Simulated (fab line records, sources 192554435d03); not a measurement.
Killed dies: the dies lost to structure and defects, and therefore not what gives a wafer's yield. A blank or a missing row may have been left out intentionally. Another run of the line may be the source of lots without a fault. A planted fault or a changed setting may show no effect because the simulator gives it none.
fab line records | flow n5-finfet
[record] lots = 6 | wafers = 18 | last-day = 17
route steps=1938 shown MOL_CONTACT_COAG@548 BEOL_M4@1111 PASSIVATION@1936
lots that met no fault: taken from a fault-free run of the same line
start-h: start of the lot's first displayed wafer, in hours after the record's first day | wait-h: hours since the lot's step before | " as in the row above | L1.1+2: several wafers, shown together as one row | - either no value or no given start | * or withheld: withheld | < > ~ a bound
route shown NAME@n: names a module that has steps shown in the file, with the first one's number in the route | usual: mean and standard deviation over wafers with no fault | same: alike in all rows | chamber/n: place in a boat | sites: each site's reading | _std_site: how widely they spread, as a standard deviation | _edge_site: mean of outer sites minus mean of inner sites | radius-mm: for every site, how far away it sits from the centre of the wafer | mask NAME#n: copy n | behind: the tool/chamber that last shaped the wafer | hold: reason for holding the lot/hours on hold/outcome of the hold | device: which transistor (n, p or np) failed to switch | end of line: at the end of the route, the tests of the same wafers | a step without rows: its recipe alone | killed: count of dies lost to structure and defects at first sort (not the wafer's yield) | map: per-die view of a wafer (x killed, . not killed, _ where there is no die)
set.NAME: the setting as run; set.NAME@STEP: as run at that earlier step | model.NAME: the simulator's own value behind a step, which no gauge read
lots seen at some steps along the route; tables by step, rows by wafer
services: from which hour (start-h, from the record's first day; less than 0 if before it) a tool's chamber was out of use, for how many hours, and why
[[steps]]
[step N5_MOL_CONTACT_COAG_CO_FILL_22]
[recipe] material = Co | target-thk-a = 200 | temp-c = 200 | precursor = CCTBA/H2 | pressure-torr = 30
[usual] heater-power-w = 249/20
lot.wafer | tool      | chamber | start-h | wait-h | heater-power-w
L879.1    | cvd-co-01 | 0       | 99.41   | 0.1    | 277
L879.3    | "         | 2       | "       | "      | 232
L879.6    | "         | 0       | "       | "      | 288
L881.2    | cvd-co-01 | 1       | 108.71  | 0.1    | 263
L881.5    | "         | 2       | "       | "      | 233
L881.6    | "         | 0       | "       | "      | 279
L884.2    | cvd-co-01 | 1       | 133.50  | 0.1    | 250
L884.5    | "         | 1       | "       | "      | 256
L884.6    | "         | 0       | "       | "      | 280
L891.1    | cvd-co-01 | 2       | 170.75  | 0.1    | 231
L891.2    | "         | 1       | "       | "      | 269
L891.5    | "         | 2       | "       | "      | 235
L897.3    | cvd-co-02 | 0       | 204.92  | 0.1    | 245
L897.5    | "         | 0       | "       | "      | 241
L897.6    | "         | 2       | "       | "      | 246
L899.1    | cvd-co-02 | 1       | 216.26  | 0.1    | 215
L899.3    | "         | 2       | "       | "      | 245
L899.5    | "         | 2       | "       | "      | 255
[step N5_MOL_CONTACT_COAG_ANNEAL_113]
[recipe] temp-c = 400 | time-s = 300 | ambient = H2/N2
[usual] lamp-power-pct = 2.56/0.16 | wafer_temp_C_max = 401.4/0.36
lot.wafer | tool          | chamber | start-h | wait-h | lamp-power-pct | wafer_temp_C_max
L879.1    | rtp-anneal-01 | 0       | 100.03  | 0.3    | 2.42           | 401.1
L879.3    | "             | 0       | "       | "      | 2.42           | 401.3
L879.6    | "             | 0       | "       | "      | 2.42           | 400.9
L881.2    | rtp-anneal-01 | 0       | 109.48  | 0.5    | 2.42           | 401.4
L881.5    | "             | 0       | "       | "      | 2.42           | 401.1
L881.6    | "             | 0       | "       | "      | 2.42           | 401.3
L884.2    | rtp-anneal-01 | 0       | 134.27  | 0.5    | 2.42           | 401.2
L884.5    | "             | 0       | "       | "      | 2.42           | 400.9
L884.6    | "             | 0       | "       | "      | 2.42           | 401.3
L891.1    | rtp-anneal-02 | 0       | 171.36  | 0.3    | 2.74           | 402.1
L891.2    | "             | 0       | "       | "      | 2.74           | 401.8
L891.5    | "             | 0       | "       | "      | 2.74           | 401.3
L897.3    | rtp-anneal-01 | 0       | 205.83  | 0.6    | 2.42           | 401.0
L897.5    | "             | 0       | "       | "      | 2.42           | 401.0
L897.6    | "             | 0       | "       | "      | 2.42           | 401.2
L899.1    | rtp-anneal-01 | 0       | 217.01  | 0.5    | 2.42           | 401.2
L899.3    | "             | 0       | "       | "      | 2.42           | 401.4
L899.5    | "             | 0       | "       | "      | 2.43           | 401.3
[step N5_MOL_CONTACT_COAG_PRE_CLEAN_142]
[recipe] gas = H2/He | time-s = 60 | temp-c = 300
[step N5_MOL_CONTACT_COAG_SPUTTER_130]
[recipe] material = Co | target-thk-a = 475 | temp-c = 25 | chamber-pressure-pa = 0.5 | power-w = 3000
[usual] throttle-valve-pct = 30.0/1.2
lot.wafer | tool           | chamber | start-h | wait-h | throttle-valve-pct
L879.1    | pvd-sputter-01 | -       | 101.25  | 0.0    | 29.9
L879.3    | "              | -       | "       | "      | 30.8
L879.6    | "              | -       | "       | "      | 30.8
L881.2    | pvd-sputter-01 | -       | 112.55  | 0.0    | 31.2
L881.5    | "              | -       | "       | "      | 31.2
L881.6    | "              | -       | "       | "      | 30.4
L884.2    | pvd-sputter-03 | -       | 136.08  | 0.0    | 31.8
L884.5    | "              | -       | "       | "      | 27.9
L884.6    | "              | -       | "       | "      | 32.1
L891.1    | pvd-sputter-02 | -       | 172.62  | 0.0    | 29.3
L891.2    | "              | -       | "       | "      | 30.6
L891.5    | "              | -       | "       | "      | 29.3
L897.3    | pvd-sputter-02 | -       | 207.25  | 0.0    | 29.3
L897.5    | "              | -       | "       | "      | 29.6
L897.6    | "              | -       | "       | "      | 31.1
L899.1    | pvd-sputter-02 | -       | 219.06  | 0.0    | 29.5
L899.3    | "              | -       | "       | "      | 29.5
L899.5    | "              | -       | "       | "      | 29.4
[step N5_MOL_CONTACT_COAG_PRECLEAN_125]
[recipe] chemistry = DIW | time-s = 57.5 | temp-c = 23
[step N5_MOL_CONTACT_COAG_SRD_126]
[recipe] dry-time-s = 32 | dry = n2-spin | spin-rpm = 1500
[step N5_MOL_CONTACT_COAG_CMP_23]
[recipe] stop-on = SiO2 | t-overpolish-s = 1.5 | post-cmp-clean = cu-alkaline | down-force-psi = 2 | platen-rpm = 50.289 | pad-velocity-m-s = 1.0006 | target-thk-nm = 0
[usual] motor-current-A = 8.0/0.6 | overpolish-run-s = 1.500/0.0088 | platen-rpm = 50.29/0.037 | slurry-flow-ml-min = 150.0/0.47 | time-to-endpoint-s = 9.6/2
lot.wafer | tool   | chamber | start-h | wait-h | motor-current-A | overpolish-run-s | platen-rpm | slurry-flow-ml-min | time-to-endpoint-s
L879.3    | cmp-03 | 1       | 101.51  | 0.1    | 8.7             | 1.498            | 50.23      | 149.9              | 6.6
L879.1    | "      | 2       | "       | "      | 8.0             | 1.507            | 50.25      | 150.3              | 8.7
L879.6    | "      | 0       | "       | "      | 7.9             | 1.498            | 50.32      | 150.0              | 7.7
L881.2    | cmp-03 | 1       | 112.88  | 0.1    | 8.8             | 1.491            | 50.23      | 150.2              | 10.5
L881.6    | "      | 2       | "       | "      | 8.2             | 1.499            | 50.28      | 149.6              | 11.2
L881.5    | "      | 3       | "       | "      | 7.2             | 1.496            | 50.29      | 150.1              | 10.8
L884.2    | cmp-03 | 0       | 136.38  | 0.1    | 7.8             | 1.502            | 50.29      | 149.5              | 11.2
L884.6    | "      | 1       | "       | "      | 8.8             | 1.503            | 50.26      | 149.7              | 12.1
L884.5    | "      | 2       | "       | "      | 7.7             | 1.502            | 50.30      | 150.6              | 11.6
L891.2    | cmp-01 | 2       | 172.80  | 0.0    | 8.2             | 1.499            | 50.32      | 149.7              | 12.7
L891.1    | "      | 0       | "       | "      | 7.1             | 1.516            | 50.31      | 150.7              | 11.4
L891.5    | "      | 3       | "       | "      | 7.2             | 1.505            | 50.29      | 150.3              | 13.8
L897.3    | cmp-01 | 0       | 207.54  | 0.1    | 6.9             | 1.511            | 50.25      | 150.0              | 9.1
L897.5    | "      | 1       | "       | "      | 7.6             | 1.487            | 50.32      | 149.7              | 7.6
L897.6    | "      | 2       | "       | "      | 8.6             | 1.498            | 50.35      | 149.7              | 10.5
L899.1    | cmp-04 | 0       | 219.43  | 0.2    | 8.2             | 1.512            | 50.29      | 149.5              | 12.3
L899.3    | "      | 1       | "       | "      | 8.4             | 1.494            | 50.29      | 150.3              | 11.5
L899.5    | "      | 2       | "       | "      | 9.1             | 1.496            | 50.26      | 151.0              | 11.6
[step N5_MOL_CONTACT_COAG_WET_ETCH_26]
[recipe] target = Co | target-depth-nm = 13
[step N5_MOL_CONTACT_COAG_WET_ETCH_116]
[recipe] chemistry = SC1-inhibited | target-depth-nm = 4.6 | dry = ipa-marangoni | rinse-time-s = 30 | rinse-temp-c = 23
[step N5_MOL_CONTACT_COAG_ALD_27]
[recipe] material = SiOC | target-thk-a = 170 | temp-c = 400 | ald-precursor-family = carbosiloxane | ald-co-reactant = H2-plasma | pulse-time-s = 1.5 | time-s = 2720 | purge-time-s = 2 | co-reactant-purge-time-s = 2 | ald-cycles = 340 | pressure-torr = 2
[usual] heater-power-w = 885/60 | precursor-pulse-height-rel = 0.997/0.019
[same] pulse-time-s = 1.5
lot.wafer | tool       | chamber | start-h | wait-h | heater-power-w | precursor-pulse-height-rel
L879.1    | ald-sin-03 | 2       | 102.25  | 0.0    | 889            | 1.010
L879.3    | "          | 3       | "       | "      | 850            | 1.014
L879.6    | "          | 3       | "       | "      | 865            | 0.978
L881.2    | ald-sin-02 | 3       | 113.63  | 0.0    | 936            | 0.975
L881.5    | "          | 0       | "       | "      | 938            | 0.998
L881.6    | "          | 1       | "       | "      | 897            | 0.999
L884.2    | ald-sin-03 | 0       | 137.12  | 0.0    | 810            | 0.997
L884.5    | "          | 3       | "       | "      | 892            | 1.004
L884.6    | "          | 0       | "       | "      | 802            | 1.005
L891.1    | ald-sin-02 | 1       | 173.62  | 0.0    | 915            | 0.996
L891.2    | "          | 0       | "       | "      | 952            | 0.985
L891.5    | "          | 1       | "       | "      | 925            | 0.987
L897.3    | ald-sin-02 | 0       | 209.78  | 1.5    | 966            | 0.967
L897.5    | "          | 3       | "       | "      | 933            | 1.016
L897.6    | "          | 2       | "       | "      | 826            | 0.982
L899.1    | ald-sin-04 | 3       | 220.18  | 0.0    | 1025           | 1.008
L899.3    | "          | 1       | "       | "      | 936            | 1.010
L899.5    | "          | 2       | "       | "      | 957            | 1.018
[step N5_MOL_CONTACT_COAG_CMP_28]
[recipe] stop-on = SiNx | t-overpolish-s = 0.85 | post-cmp-clean = alkaline-brush | down-force-psi = 4.15 | platen-rpm = 51.8 | pad-velocity-m-s = 1.0307 | target-thk-nm = 14.522
[usual] motor-current-A = 12.5/0.9 | platen-rpm = 51.80/0.039 | slurry-flow-ml-min = 150.0/0.47 | time-to-endpoint-s = 5.0/2
lot.wafer | tool   | chamber | start-h | wait-h | motor-current-A | platen-rpm | slurry-flow-ml-min | time-to-endpoint-s
L879.1    | cmp-03 | 1       | 103.90  | 0.9    | 13.0            | 51.80      | 149.7              | 2.5
L879.3    | "      | 2       | "       | "      | 11.8            | 51.84      | 150.2              | 2.9
L879.6    | "      | 0       | "       | "      | 12.2            | 51.79      | 150.0              | 2.6
L881.2    | cmp-03 | 2       | 115.27  | 0.9    | 12.3            | 51.84      | 150.4              | 5.8
L881.5    | "      | 0       | "       | "      | 12.5            | 49.65      | 149.9              | 5.1
L881.6    | "      | 1       | "       | "      | 13.0            | 51.85      | 150.3              | 7.2
L884.2    | cmp-03 | 0       | 138.69  | 0.8    | 12.1            | 49.74      | 149.7              | 5.2
L884.5    | "      | 0       | "       | "      | 11.6            | 49.71      | 149.4              | 3.5
L884.6    | "      | 1       | "       | "      | 13.2            | 51.87      | 150.6              | 5.5
L891.2    | cmp-04 | 3       | 175.22  | 0.8    | 12.7            | 51.85      | 149.4              | 5.4
L891.1    | "      | 1       | "       | "      | 13.0            | 51.84      | 149.2              | 4.9
L891.5    | "      | 3       | "       | "      | 13.0            | 51.82      | 150.2              | 6.0
L897.3    | cmp-04 | 3       | 211.46  | 0.9    | 13.9            | 51.80      | 150.3              | 4.9
L897.5    | "      | 0       | "       | "      | 12.9            | 51.82      | 150.8              | 5.9
L897.6    | "      | 1       | "       | "      | 12.8            | 51.77      | 149.7              | 4.4
L899.1    | cmp-04 | 1       | 221.79  | 0.8    | 12.7            | 51.75      | 151.1              | 8.3
L899.3    | "      | 3       | "       | "      | 12.7            | 51.87      | 150.5              | 6.6
L899.5    | "      | 1       | "       | "      | 14.0            | 51.80      | 150.6              | 6.3
[step N5_MOL_CONTACT_COAG_THK_MEAS_29]
[recipe] reads = SiNx_of_GATE_CUT_PECVD_57+SiNx_of_GATE_CUT_SAC_CAP_01
[usual] MD_CAP_THK = 17.92/0.076
lot.wafer | tool          | chamber | start-h | wait-h | MD_CAP_THK[nm]
L879.1    | film-metro-02 | -       | 104.12  | -      | 17.95
L879.3    | "             | -       | "       | "      | 18.04
L879.6    | "             | -       | "       | "      | 17.98
L881.2    | film-metro-01 | -       | 115.49  | -      | 17.93
L881.5    | "             | -       | "       | "      | 17.80
L881.6    | "             | -       | "       | "      | 18.04
L884.2    | film-metro-02 | -       | 138.99  | -      | 18.06
L884.5    | "             | -       | "       | "      | 17.90
L884.6    | "             | -       | "       | "      | 17.92
L891.1    | film-metro-02 | -       | 175.48  | -      | 17.96
L891.2    | "             | -       | "       | "      | 17.80
L891.5    | "             | -       | "       | "      | 17.82
L897.3    | film-metro-01 | -       | 211.64  | -      | 17.95
L897.5    | "             | -       | "       | "      | 17.84
L897.6    | "             | -       | "       | "      | 17.92
L899.1    | film-metro-01 | -       | 222.05  | -      | 18.07
L899.3    | "             | -       | "       | "      | 18.01
L899.5    | "             | -       | "       | "      | 18.03
[step N5_BEOL_M4_RC_MEAS_101]
[usual] DIBL_N = 36.4/1.5 | DIBL_P = 35.8/1.7 | IOFF_N = 0.154/0.022 | IOFF_P = 0.21/0.031 | ION_N = 672/8.8 | ION_P = 462/7.2 | SS_N = 71.5/0.53 | SS_P = 73.2/0.62 | VT_N = 250.4/2.5 | VT_P = -250/3.5
lot.wafer | tool      | chamber | start-h | wait-h | DIBL_N[mV/V] | DIBL_P[mV/V] | IOFF_N[nA/um] | IOFF_P[nA/um] | ION_N[uA/um] | ION_P[uA/um] | SS_N[mV/dec] | SS_P[mV/dec] | VT_N[mV] | VT_P[mV]
L879.1    | prober-01 | 0       | 171.00  | 0.0    | 39.1         | 38.6         | 0.185         | 0.27          | 675          | 468          | 72.0         | 73.6         | 247.0    | -246
L879.3    | "         | 0       | "       | "      | 38.7         | 37.9         | 0.183         | 0.26          | 676          | 466          | 71.2         | 74.0         | 249.4    | -248
L879.6    | "         | 0       | "       | "      | 39.5         | 38.2         | 0.185         | 0.26          | 678          | 466          | 71.5         | 73.6         | 247.9    | -243
L881.2    | prober-02 | 0       | 187.07  | 0.2    | 35.2         | 34.4         | 0.135         | 0.16          | 661          | 454          | 70.9         | 72.8         | 256.2    | -255
L881.5    | "         | 0       | "       | "      | 35.5         | 34.6         | 0.136         | 0.16          | 663          | 449          | 71.1         | 72.9         | 254.5    | -254
L881.6    | "         | 0       | "       | "      | 34.6         | 34.3         | 0.129         | 0.16          | 664          | 452          | 70.8         | 72.8         | 253.8    | -256
L884.2    | prober-02 | 0       | 219.89  | 0.2    | 35.7         | 33.8         | 0.141         | 0.18          | 669          | 457          | 70.5         | 72.7         | 252.3    | -253
L884.5    | "         | 0       | "       | "      | 35.9         | 34.2         | 0.141         | 0.18          | 666          | 455          | 71.4         | 73.0         | 252.5    | -251
L884.6    | "         | 0       | "       | "      | 37.3         | 35.1         | 0.159         | 0.19          | 668          | 454          | 72.0         | 72.9         | 250.3    | -254
L891.1    | prober-02 | 0       | 246.41  | 0.0    | 38.1         | 38.6         | 0.175         | 0.24          | 675          | 466          | 72.3         | 74.4         | 248.7    | -248
L891.2    | "         | 0       | "       | "      | 37.5         | 37.0         | 0.164         | 0.23          | 673          | 463          | 71.5         | 73.9         | 248.7    | -249
L891.5    | "         | 0       | "       | "      | 38.5         | 38.3         | 0.174         | 0.25          | 674          | 467          | 71.3         | 74.1         | 249.4    | -247
L897.3    | prober-01 | 0       | 288.70  | 0.3    | 37.9         | 36.6         | 0.181         | 0.20          | 672          | 453          | 72.1         | 73.3         | 247.7    | -250
L897.5    | "         | 0       | "       | "      | 37.1         | 36.2         | 0.175         | 0.20          | 680          | 459          | 72.1         | 73.1         | 247.8    | -252
L897.6    | "         | 0       | "       | "      | 37.8         | 36.5         | 0.181         | 0.20          | 673          | 453          | 71.5         | 72.5         | 249.4    | -250
L899.1    | prober-02 | 0       | 297.35  | 0.0    | 35.7         | 36.1         | 0.145         | 0.24          | 673          | 467          | 71.2         | 73.2         | 251.1    | -248
L899.3    | "         | 0       | "       | "      | 36.5         | 36.1         | 0.154         | 0.24          | 675          | 473          | 71.7         | 73.1         | 248.0    | -248
L899.5    | "         | 0       | "       | "      | 34.5         | 34.3         | 0.123         | 0.21          | 668          | 464          | 70.9         | 72.5         | 250.6    | -251
[step N5_PASSIVATION_PROBE_49]
[usual] defect-limited-yield = 91.5/1.4 | killed_at_M0_to_M3 = 32/9.8 | killed_at_M4_up = 13/5.3 | killed-at-contacts = 13/6.4 | killed-at-front-end = 39/10 | killed-at-other = 3.1/2.5 | killed-dies = 100/17 | killed-open = 65/13 | killed-short = 33/7.7 | sort_bin_5_function = 5.0/0.93 | sort_bin_6_memory = 3.2/0.69 | sort-n-pass = 1080/17 | sort-yield-pct = 91.5/1.4
[same] gross-dies = 1180 | killed-at-back-side = 0 | sort_bin_4_leakage[%] = 0 | sort_bin_8_speed[%] = 0
lot.wafer | tool      | chamber | start-h | wait-h | defect-limited-yield[%] | killed_at_M0_to_M3 | killed_at_M4_up | killed-at-contacts | killed-at-front-end | killed-at-other | killed-dies | killed-open | killed-short | sort_bin_5_function[%] | sort_bin_6_memory[%] | sort-n-pass | sort-yield-pct[%]
L879.1    | prober-02 | -       | 275.94  | 0.0    | 90.0                    | 28                 | 13              | 23                 | 54                  | 0               | 118         | 76          | 42           | 5.1                    | 4.6                  | 1062        | 90.0
L879.3    | prober-02 | -       | 276.04  | 0.1    | 90.8                    | 32                 | 9               | 17                 | 45                  | 6               | 109         | 70          | 38           | 5.2                    | 3.7                  | 1071        | 90.8
L879.6    | prober-02 | -       | 276.19  | 0.3    | 91.2                    | 34                 | 8               | 14                 | 45                  | 3               | 104         | 54          | 49           | 5.0                    | 3.3                  | 1076        | 91.2
L881.2    | prober-02 | -       | 307.49  | 0.1    | 90.0                    | 54                 | 16              | 11                 | 34                  | 3               | 118         | 72          | 44           | 5.5                    | 4.2                  | 1062        | 90.0
L881.5    | prober-02 | -       | 307.64  | 0.2    | 92.2                    | 23                 | 7               | 19                 | 40                  | 3               | 92          | 59          | 32           | 3.6                    | 3.6                  | 1088        | 92.2
L881.6    | prober-02 | -       | 307.69  | 0.3    | 92.6                    | 21                 | 11              | 24                 | 28                  | 3               | 87          | 62          | 23           | 4.8                    | 2.3                  | 1093        | 92.6
L884.2    | prober-01 | -       | 324.36  | 0.1    | 91.6                    | 34                 | 14              | 4                  | 40                  | 7               | 99          | 64          | 33           | 5.3                    | 2.9                  | 1081        | 91.6
L884.5    | prober-01 | -       | 324.51  | 0.2    | 91.0                    | 28                 | 16              | 24                 | 36                  | 2               | 106         | 66          | 37           | 5.4                    | 3.6                  | 1074        | 91.0
L884.6    | prober-01 | -       | 324.56  | 0.3    | 90.0                    | 47                 | 17              | 10                 | 42                  | 2               | 118         | 77          | 41           | 5.9                    | 3.7                  | 1062        | 90.0
L891.1    | prober-02 | -       | 356.42  | 0.0    | 92.2                    | 19                 | 15              | 19                 | 30                  | 9               | 92          | 59          | 31           | 4.9                    | 2.6                  | 1088        | 92.2
L891.2    | prober-02 | -       | 356.47  | 0.1    | 93.1                    | 26                 | 14              | 7                  | 27                  | 8               | 82          | 47          | 35           | 4.2                    | 2.5                  | 1098        | 93.1
L891.5    | prober-02 | -       | 356.62  | 0.2    | 91.4                    | 32                 | 18              | 11                 | 39                  | 2               | 102         | 62          | 40           | 4.4                    | 4.0                  | 1078        | 91.4
L899.1    | prober-01 | -       | 405.80  | 0.0    | 91.6                    | 34                 | 4               | 17                 | 37                  | 7               | 99          | 58          | 41           | 4.7                    | 3.6                  | 1081        | 91.6
L899.3    | prober-01 | -       | 405.90  | 0.1    | 90.6                    | 26                 | 10              | 22                 | 50                  | 3               | 111         | 73          | 37           | 5.6                    | 3.5                  | 1069        | 90.6
L899.5    | prober-01 | -       | 406.00  | 0.2    | 91.7                    | 52                 | 8               | 13                 | 25                  | 0               | 98          | 58          | 39           | 4.8                    | 2.7                  | 1082        | 91.7
// killed by level:class
L879.1 MOL_CONTACT_COAG:geometric-particle:open=18 FIN_SAQP:geometric-particle:open=11 FIN_SAQP:geometric-particle:short=10 STI_FIN_REVEAL:geometric-particle:open=9 BEOL_M3:geometric-particle:open=8 ILD0:geometric-particle:open=6 ILD0:geometric-particle:short=5 MOL_CONTACT_COAG:geometric-particle:short=5
L879.3 STI_FIN_REVEAL:geometric-particle:open=13 BEOL_M3:geometric-particle:open=13 MOL_CONTACT_COAG:geometric-particle:open=11 FIN_SAQP:geometric-particle:open=10 FIN_SAQP:geometric-particle:short=8 MOL_CONTACT_COAG:geometric-particle:short=6 BEOL_M0_SAQP:geometric-particle:short=5 STARTING-WAFER:geometric-particle:short=5
L879.6 BEOL_M2:geometric-particle:open=7 MOL_CONTACT_COAG:geometric-particle:short=7 MOL_CONTACT_COAG:geometric-particle:open=7 BEOL_M0_SAQP:geometric-particle:short=7 FIN_SAQP:geometric-particle:short=5 GATE_CUT:geometric-particle:open=5 BEOL_M2:geometric-particle:short=5 BEOL_M3:geometric-particle:open=5
L881.2 BEOL_M0_SAQP:geometric-particle:short=13 BEOL_M3:geometric-particle:open=11 BEOL_M0_SAQP:geometric-particle:open=10 MOL_CONTACT_COAG:geometric-particle:open=9 FIN_SAQP:geometric-particle:short=7 FIN_SAQP:geometric-particle:open=7 BEOL_M4:geometric-particle:open=7 STI_FIN_REVEAL:geometric-particle:open=6
L881.5 MOL_CONTACT_COAG:geometric-particle:open=16 FIN_SAQP:geometric-particle:open=13 FIN_SAQP:geometric-particle:short=8 BEOL_M0_SAQP:geometric-particle:open=7 BEOL_M0_SAQP:geometric-particle:short=7 STI_FIN_REVEAL:geometric-particle:open=4 BEOL_M2:geometric-particle:short=4 GATE_CUT:geometric-particle:open=3
L881.6 MOL_CONTACT_COAG:geometric-particle:open=20 FIN_SAQP:geometric-particle:open=15 BEOL_M0_SAQP:geometric-particle:short=7 FIN_SAQP:geometric-particle:short=5 BEOL_M2:geometric-particle:open=5 MOL_CONTACT_COAG:geometric-particle:short=4 DUMMY_GATE:geometric-particle:open=3 GATE_CUT:geometric-particle:short=3
L884.2 STI_FIN_REVEAL:geometric-particle:open=10 BEOL_M0_SAQP:geometric-particle:short=9 FIN_SAQP:geometric-particle:short=7 FIN_SAQP:geometric-particle:open=6 BEOL_M3:geometric-particle:open=6 BEOL_M0_SAQP:geometric-particle:open=5 BEOL_M1:geometric-particle:open=5 BEOL_M4:geometric-particle:open=5
L884.5 MOL_CONTACT_COAG:geometric-particle:open=19 FIN_SAQP:geometric-particle:open=8 BEOL_M0_SAQP:geometric-particle:short=6 FIN_SAQP:geometric-particle:short=5 STI_FIN_REVEAL:geometric-particle:open=5 MOL_CONTACT_COAG:geometric-particle:short=5 BEOL_M1:geometric-particle:open=5 BEOL_M4:geometric-particle:open=5
L884.6 BEOL_M0_SAQP:geometric-particle:short=11 FIN_SAQP:geometric-particle:open=10 BEOL_M4:geometric-particle:open=10 MOL_CONTACT_COAG:geometric-particle:open=9 FIN_SAQP:geometric-particle:short=8 BEOL_M0_SAQP:geometric-particle:open=8 BEOL_M2:geometric-particle:open=7 DUMMY_GATE:geometric-particle:open=6
L891.1 MOL_CONTACT_COAG:geometric-particle:open=14 BEOL_M0_SAQP:geometric-particle:short=8 FIN_SAQP:geometric-particle:open=6 FIN_SAQP:geometric-particle:short=6 BEOL_M4:geometric-particle:open=6 MOL_CONTACT_COAG:geometric-particle:short=5 BEOL_M4:geometric-particle:short=4 BEOL_M0_SAQP:geometric-particle:open=4
L891.2 BEOL_M0_SAQP:geometric-particle:open=9 BEOL_M4:geometric-particle:open=8 BEOL_M0_SAQP:geometric-particle:short=6 BEOL_M2:geometric-particle:open=5 FIN_SAQP:geometric-particle:open=4 GATE_CUT:geometric-particle:short=4 MOL_CONTACT_COAG:geometric-particle:short=4 STARTING-WAFER:geometric-particle:open=4
L891.5 BEOL_M0_SAQP:geometric-particle:open=13 BEOL_M0_SAQP:geometric-particle:short=9 STI_FIN_REVEAL:geometric-particle:open=8 FIN_SAQP:geometric-particle:short=7 MOL_CONTACT_COAG:geometric-particle:short=6 BEOL_M5:geometric-particle:open=6 MOL_CONTACT_COAG:geometric-particle:open=5 BEOL_M4:geometric-particle:open=5
L899.1 BEOL_M0_SAQP:geometric-particle:short=18 MOL_CONTACT_COAG:geometric-particle:open=16 BEOL_M0_SAQP:geometric-particle:open=10 FIN_SAQP:geometric-particle:open=7 STI_FIN_REVEAL:geometric-particle:open=7 FIN_SAQP:geometric-particle:short=6 STI_FIN_REVEAL:geometric-particle:short=3 DUMMY_GATE:geometric-particle:open=3
L899.3 STI_FIN_REVEAL:geometric-particle:open=21 MOL_CONTACT_COAG:geometric-particle:open=16 BEOL_M0_SAQP:geometric-particle:short=11 BEOL_M0_SAQP:geometric-particle:open=10 STI_FIN_REVEAL:geometric-particle:short=6 GATE_CUT:geometric-particle:short=6 MOL_CONTACT_COAG:geometric-particle:short=5 STARTING-WAFER:geometric-particle:open=4
L899.5 BEOL_M0_SAQP:geometric-particle:short=19 BEOL_M0_SAQP:geometric-particle:open=16 MOL_CONTACT_COAG:geometric-particle:open=11 BEOL_M1:geometric-particle:open=7 BEOL_M3:geometric-particle:open=4 FIN_SAQP:geometric-particle:open=3 FIN_SAQP:geometric-particle:short=3 DUMMY_GATE:geometric-particle:short=3
[[services]]
tool           | chamber | start-h | hours | kind
pvd-sputter-03 | -       | 77.63   | 4.7   | repair
cmp-04         | -       | 78.69   | 1.4   | repair
pvd-sputter-02 | -       | 79.05   | 2.2   | repair
ald-sin-02     | -       | 85.58   | 14.0  | pm
pvd-sputter-03 | -       | 97.73   | 2.6   | repair
cmp-01         | -       | 97.85   | 5.3   | pm
cmp-04         | -       | 117.21  | 4.0   | pm
cmp-01         | -       | 121.44  | 0.4   | repair
cmp-01         | -       | 131.38  | 1.4   | repair
cmp-01         | -       | 138.90  | 2.0   | repair
cmp-04         | -       | 146.67  | 3.2   | repair
cmp-04         | -       | 152.65  | 1.3   | repair
cmp-01         | -       | 161.14  | 0.8   | repair
cvd-co-01      | -       | 178.50  | 1.1   | repair
rtp-anneal-01  | -       | 190.25  | 1.0   | pm
pvd-sputter-01 | -       | 194.82  | 4.9   | repair
ald-sin-02     | -       | 194.93  | 14.6  | pm
ald-sin-04     | -       | 198.23  | 0.9   | repair
cmp-03         | -       | 198.46  | 4.0   | pm
ald-sin-04     | -       | 199.45  | 0.7   | repair
cmp-03         | -       | 202.46  | -     | consumable-replace:conditioner
cmp-03         | -       | 202.46  | -     | consumable-replace:pad
ald-sin-04     | -       | 206.46  | 6.1   | pm
cmp-01         | -       | 208.84  | 35.8  | repair
[[key]]
[first-sign] step = N5_MOL_CONTACT_COAG_CMP_28 | reading = platen-rpm | direction = down | sigmas = 54 | usual = 51.80 | struck = 49.70
effect none on later readings
met-at N5_MOL_CONTACT_COAG_CMP_28
struck-wafers L881.5,L884.2,L884.5
onset-between 103.90 115.27
[fault] kind = process-parameter-drift | tool = cmp-03 | chamber = 0 | onset-h = 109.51 | steps = N5_MOL_CONTACT_COAG_CMP_28 | channel = platen-rpm | offset = -2.072 | shape = step | end-h = 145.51 | acts-in = these-recipes-only | stated = 51.8
